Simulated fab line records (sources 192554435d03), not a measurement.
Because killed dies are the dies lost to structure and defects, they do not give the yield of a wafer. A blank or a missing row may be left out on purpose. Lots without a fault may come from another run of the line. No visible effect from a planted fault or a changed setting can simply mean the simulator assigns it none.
What tool caused it? ; flow n5_finfet ; 9 lots, 27 wafers sampled, at 3 steps of a route of 1938

## WHAT THE GAUGES READ, wafer by wafer
N5_BEOL_M4_CD_MEAS_28: target cd 26.2 nm, target cd y 24.1 nm.
lot;measured;on;cd_nm (nm)
L133;day 7 12:19;cd_sem-01;26.29 26.44 26.50
L139;day 9 02:51;cd_sem-02;26.22 25.90 25.48
L138;day 9 03:24;cd_sem-02;26.18 26.75 26.42
L141;day 9 21:51;cd_sem-02;26.34 26.17 26.06
L143;day 10 02:52;cd_sem-02;26.09 26.40 26.34
L145;day 10 15:22;cd_sem-01;23.05 11.26 8.58
L152;day 12 16:34;cd_sem-01;26.38 26.42 26.28
L153;day 13 03:59;cd_sem-03;26.57 26.17 26.07
L155;day 13 17:47;cd_sem-01;26.03 25.85 26.16

## TOOL THAT RAN EACH LOT (tool first, then ch and the chambers of the sampled wafers, then the start)
lot;N5_BEOL_M4_STRIP_19;N5_BEOL_M4_EXPOSE_25
L133;rie_diel-01 ch 0,1, day 7 11:56;euv_scanner-01 ch 0, day 7 12:12
L139;rie_diel-05 ch 0,1,3, day 9 02:19;euv_scanner-02 ch 0, day 9 02:42
L138;rie_diel-01 ch 0,1,2, day 9 02:53;euv_scanner-01 ch 0, day 9 03:15
L141;rie_diel-01 ch 1,2,3, day 9 21:19;euv_scanner-02 ch 0, day 9 21:43
L143;rie_diel-05 ch 0,2,3, day 10 02:22;euv_scanner-01 ch 0, day 10 02:44
L145;rie_diel-05 ch 1,2, day 10 14:57;euv_scanner-01 ch 0, day 10 15:13
L152;rie_diel-05 ch 0,1,3, day 12 16:10;euv_scanner-02 ch 0, day 12 16:25
L153;rie_diel-01 ch 1,3, day 13 03:34;euv_scanner-02 ch 0, day 13 03:52
L155;rie_diel-05 ch 0,2,3, day 13 17:16;euv_scanner-02 ch 0, day 13 17:38
- N5_BEOL_M4_STRIP_19: strips in O2.
- N5_BEOL_M4_EXPOSE_25: exposes mask V3, defocus 5 nm.

## THE ANSWER, worked out from the rows above alone
Rule: what is usual is taken from the lots themselves. The widest of any qualifying gaps counts: lots, ordered by their means at a reading, are off when they make up no more than a third of the lots, leave a main group of 4 or more, and stand apart from it by 3 or more times the standard deviation of that group's means. A main group whose means are all the same, to the digits that the tables above print for the reading, isn't used. A lot without any number at a reading at which 4 lots or more have one is off too. Any other lot the step has rows for is counted as sound.
Off at N5_BEOL_M4_CD_MEAS_28 (cd_nm): L145. For the main group the mean is 26.23 nm and the standard deviation 0.19.
If a tool, at a process step before that reading, ran all the lots that are off and no sound lot after the first of them, it fits. The gauges at N5_BEOL_M4_CD_MEAS_28 are tried like those tools. One candidate fits, namely euv_scanner-01 at N5_BEOL_M4_EXPOSE_25. A fault onset in the window from L143 (day 10 02:44, its last sound lot) to L145 (day 10 15:13, its first lot off) fits.

## WHAT THE SIMULATOR PUT IN
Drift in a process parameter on euv_scanner-01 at N5_BEOL_M4_EXPOSE_25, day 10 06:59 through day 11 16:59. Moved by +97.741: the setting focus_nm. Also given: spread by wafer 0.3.
Lots struck among those shown: L145. The rule given above showed the same thing.
